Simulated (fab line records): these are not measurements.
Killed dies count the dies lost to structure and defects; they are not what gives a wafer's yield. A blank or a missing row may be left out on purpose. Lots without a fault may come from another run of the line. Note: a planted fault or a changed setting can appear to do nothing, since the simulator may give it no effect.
Matching of chambers    flow n5 finfet    4 sister chambers for N5_BEOL_M11_STRIP_36 on rie diel-05
The step strips in N2/H2. 8 wafers are shown with their chamber, then 7 later ones without.

EACH WAFER AND ITS CHAMBER
wafer   chamber  throttle valve pct (%)  showerhead plenum p Torr (Torr)
L090.1  1        24.05                   2.41
L090.2  3        23.72                   2.49
L090.4  0        23.27                   2.58
L088.1  3        23.73                   2.49
L088.3  0        23.19                   2.58
L088.5  2        23.26                   2.50
L089.2  2        23.28                   2.50
L089.4  1        24.09                   2.40

WAFERS WITHOUT THEIR CHAMBER
wafer   throttle valve pct (%)  showerhead plenum p Torr (Torr)
L089.5  23.24                   2.57
L091.2  24.09                   2.40
L091.4  23.73                   2.49
L091.5  23.73                   2.49
L096.2  23.56                   2.49
L096.3  23.28                   2.50
L096.5  23.58                   2.49

WHICH CHAMBER EACH ONE RAN IN
wafer   from the rows above  in truth
L089.5  0                    0
L091.2  1                    1
L091.4  3                    3
L091.5  3                    3
L096.2  3                    3
L096.3  2                    2
L096.5  3                    3
Correctly placed: 7 of 7. Left unplaced by these rows: 0. 0 placed wrongly.
How it was worked out, from the rows above alone: a wafer's distance from a chamber is the root of the sum, over the readings, of the square of ((its reading less the chamber's mean) divided by the reading's scatter). If the next closest chamber is less than 2 further off than the closest, the wafer can't be placed; otherwise it belongs to the closest. For every chamber, the mean is computed from those of its wafers that are shown. The scatter: the root of (the sum of the squares of (reading less its chamber's mean) over the shown wafers, divided by (wafers less chambers)).
